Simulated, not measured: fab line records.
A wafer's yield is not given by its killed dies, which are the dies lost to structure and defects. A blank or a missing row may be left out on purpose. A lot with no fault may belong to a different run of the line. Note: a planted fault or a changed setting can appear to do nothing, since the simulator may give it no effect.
One fault through the eyes of 3 desks / flow n5 finfet / each desk has only its own numbers; what lay behind them comes last

METROLOGY DESK
What the gauges read, lot by lot, whatever tool the lot ran on: means of the sampled wafers that have a number. If a lot's mean is further than 4 standard deviations from the usual mean, the lot is out of limits and carries the mark OUT (the distance appears in the brackets). Shown here are 7 of its 10 readings, the ones lying furthest out on some lot.
Columns: A = DIBL_N at N5_BEOL_M4_RC_MEAS_101, usual 36.7 mV/V; B = IOFF_N at N5_BEOL_M4_RC_MEAS_101, usual 0.17 nA/um; C = IOFF_P at N5_BEOL_M4_RC_MEAS_101, usual 0.22 nA/um; D = ION_P at N5_BEOL_M4_RC_MEAS_101, usual 465 uA/um; E = SS_P at N5_BEOL_M4_RC_MEAS_101, usual 73.5 mV/dec; F = VT_N at N5_BEOL_M4_RC_MEAS_101, usual 250 mV; G = VT_P at N5_BEOL_M4_RC_MEAS_101, usual -250 mV
lot=L220; first seen here=day 8 08:40; A=38.2; B=0.22; C=0.26; D=469; E=74.0; F=248; G=-250
lot=L231; first seen here=day 11 11:14; A=39.8; B=0.24; C=0.31; D=472; E=74.8; F=245; G=-245
lot=L232; first seen here=day 11 11:22; A=40.2; B=0.21; C=0.26; D=478; E=74.0; F=244; G=-248
lot=L233; first seen here=day 11 23:03; A=35.6; B=0.15; C=0.18; D=460; E=73.3; F=250; G=-253
lot=L237; first seen here=day 12 08:52; A=39.1; B=0.20; C=0.23; D=462; E=73.6; F=247; G=-249
lot=L242; first seen here=day 14 00:48; A=33.6; B=0.13; C=0.17; D=461; E=72.6; F=252; G=-254
lot=L240; first seen here=day 14 00:50; A=38.4; B=0.20; C=0.25; D=470; E=74.2; F=246; G=-248
Result from this desk: across the 7 lots, nothing is out of limits.

THE TOOL OWNER'S DESK: litho track-03
The tool's own readings at N5_SD_EPI_N_COAT_32 (time 60 s, resist thk 350 nm): means of the sampled wafers that have a number, for each lot that ran on this tool. If a lot's mean is further than 4 standard deviations from the usual mean, the lot is out of limits and carries the mark OUT (the distance appears in the brackets).
Columns: A = heater power total W at N5_SD_EPI_N_COAT_32, usual 500.5 W; B = run length s at N5_SD_EPI_N_COAT_32, usual 65.91 s
lot=L231; first seen here=day 5 21:13; A=518.2 (+10) OUT; B=62.95 (-21) OUT
lot=L232; first seen here=day 6 01:01; A=517.9 (+10) OUT; B=63.02 (-21) OUT
lot=L233; first seen here=day 6 06:02; A=511.0 (+6.2) OUT; B=63.87 (-15) OUT
Finding of this desk: L231, L232, L233 out of limits; the first was L231 at day 5 21:13, on heater power total W at N5_SD_EPI_N_COAT_32. In limits: none.

THE DEFECT DESK
Lot by lot, what the route's inspections counted, given as the mean of those sampled wafers with a number. If a lot's mean is further than 4 standard deviations from the usual mean, the lot is out of limits and carries the mark OUT (the distance appears in the brackets).
Columns: A = raw defect count at N5_DUMMY_GATE_INSPECT_27, usual 324; B = raw defect count at N5_SPACER0_INSPECT_04, usual 147
lot=L220; first seen here=day 2 23:28; A=419; B=159
lot=L231; first seen here=day 5 20:29; A=398; B=186
lot=L232; first seen here=day 6 00:23; A=468; B=203
lot=L233; first seen here=day 6 05:19; A=304; B=173
lot=L237; first seen here=day 7 05:13; A=265; B=139
lot=L240; first seen here=day 8 08:08; A=376; B=180
lot=L242; first seen here=day 8 18:13; A=409; B=160
Result from this desk: across the 7 lots, nothing is out of limits.

TAKEN TOGETHER
On L231, L232, L233, at day 5 21:13, an alarm was possible from the tool owner's desk.
At the metrology desk, nothing out of limits was observed.
Nothing the defect desk looked at was out of limits.
The metrology desk holds a record of L231, L232, L233, inside its limits.
The defect desk has L231, L232, L233 on record, within its limits.
On litho track-03, each named lot ran N5_SD_EPI_N_COAT_32.

WHAT THE SIMULATOR HAD INSERTED
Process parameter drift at N5_SD_EPI_N_COAT_32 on litho track-03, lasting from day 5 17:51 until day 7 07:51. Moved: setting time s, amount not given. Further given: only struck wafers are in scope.
Struck lots among those shown: L231, L232, L233.
Hours from the fault's start to each desk's first reading out of limits: the tool owner's desk, 3.
